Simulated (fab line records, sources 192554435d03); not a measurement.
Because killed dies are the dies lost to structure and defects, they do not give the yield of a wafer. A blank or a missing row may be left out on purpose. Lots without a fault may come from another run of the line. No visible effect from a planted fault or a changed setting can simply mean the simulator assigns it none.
Chamber matching + flow n5 finfet + N5_BEOL_M0_SAQP_ETCH_107 on rie diel-02 has 4 sister chambers
The step etches SiNx in CH3F/O2, target depth 30 nm. 20 wafers are shown with their chamber, then 10 later ones without.

== WAFERS PAIRED WITH THEIR CHAMBERS ==
| wafer  | chamber | showerhead plenum p Torr (Torr) | drypump motor current A (A) | throttle valve pct (%) |
|--------|---------|---------------------------------|-----------------------------|------------------------|
| L077.2 | 2       | 2.03                            | 6.7                         | 16.56                  |
| L077.5 | 0       | 1.87                            | 5.1                         | 16.39                  |
| L077.6 | 1       | 1.98                            | 6.2                         | 16.71                  |
| L079.1 | 2       | 2.03                            | 6.7                         | 16.58                  |
| L079.2 | 1       | 1.98                            | 6.2                         | 16.70                  |
| L079.4 | 0       | 1.87                            | 5.1                         | 16.42                  |
| L080.1 | 1       | 1.98                            | 6.2                         | 16.72                  |
| L080.3 | 2       | 2.03                            | 6.7                         | 16.57                  |
| L080.4 | 0       | 1.87                            | 5.0                         | 16.41                  |
| L081.1 | 0       | 1.87                            | 5.0                         | 16.42                  |
| L081.3 | 3       | 2.00                            | 6.5                         | 16.45                  |
| L081.5 | 3       | 2.00                            | 6.5                         | 16.44                  |
| L082.2 | 2       | 2.03                            | 6.7                         | 16.59                  |
| L082.4 | 3       | 2.00                            | 6.5                         | 16.46                  |
| L082.6 | 0       | 1.87                            | 5.0                         | 16.42                  |
| L083.1 | 3       | 2.00                            | 6.5                         | 16.46                  |
| L083.5 | 2       | 2.03                            | 6.8                         | 16.60                  |
| L083.6 | 0       | 1.87                            | 5.0                         | 16.44                  |
| L088.2 | 3       | 2.00                            | 6.4                         | 16.47                  |
| L088.3 | 2       | 2.02                            | 6.7                         | 16.61                  |

SIGNATURES, as means of the wafers listed above
| reading                  | chamber 0 | chamber 1 | chamber 2 | chamber 3 | scatter within a chamber |
|--------------------------|-----------|-----------|-----------|-----------|--------------------------|
| showerhead plenum p Torr | 1.8700    | 1.9800    | 2.0283    | 2.0000    | 0.00228                  |
| drypump motor current A  | 5.033     | 6.200     | 6.717     | 6.480     | 0.0431                   |
| throttle valve pct       | 16.4167   | 16.7100   | 16.5850   | 16.4560   | 0.0154                   |
Rule: a wafer lies at a distance from a chamber equal to the root of the sum of squares, over the readings, of (its reading less the chamber's mean, divided by the reading's scatter). The wafer belongs to the nearest chamber; if the next one is less than 2 further off, it can't be placed. The scatter: take each reading less its chamber's mean, square it, sum over the shown wafers, divide by the number of wafers less the number of chambers, and take the root.

== WAFERS WHOSE CHAMBER IS MISSING ==
| wafer  | showerhead plenum p Torr (Torr) | drypump motor current A (A) | throttle valve pct (%) |
|--------|---------------------------------|-----------------------------|------------------------|
| L088.5 | 1.98                            | 6.2                         | 16.23                  |
| L089.1 | 2.02                            | 6.7                         | 16.62                  |
| L089.2 | 1.98                            | 6.2                         | 16.26                  |
| L089.4 | 1.99                            | 6.5                         | 16.49                  |
| L092.2 | 1.99                            | 6.5                         | 16.49                  |
| L092.4 | 2.02                            | 6.8                         | 16.65                  |
| L092.6 | 2.11                            | 5.0                         | 15.93                  |
| L096.2 | 2.11                            | 5.0                         | 15.96                  |
| L096.3 | 2.02                            | 6.8                         | 16.65                  |
| L096.4 | 1.97                            | 6.2                         | 16.26                  |

== WHICH CHAMBER EACH ONE RAN IN ==
| wafer  | from the rows above     | in truth                   |
|--------|-------------------------|----------------------------|
| L088.5 | 3                       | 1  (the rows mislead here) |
| L089.1 | 2                       | 2                          |
| L089.2 | 3                       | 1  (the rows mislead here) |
| L089.4 | 3                       | 3                          |
| L092.2 | 3                       | 3                          |
| L092.4 | 2                       | 2                          |
| L092.6 | can't be placed: 3 or 2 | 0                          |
| L096.2 | can't be placed: 2 or 3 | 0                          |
| L096.3 | 2                       | 2                          |
| L096.4 | 3                       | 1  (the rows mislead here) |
Correct placement for 5 of the 10. Can't be placed from these rows: 2 (the true chamber is among the candidates in 0). Number placed wrongly: 3.
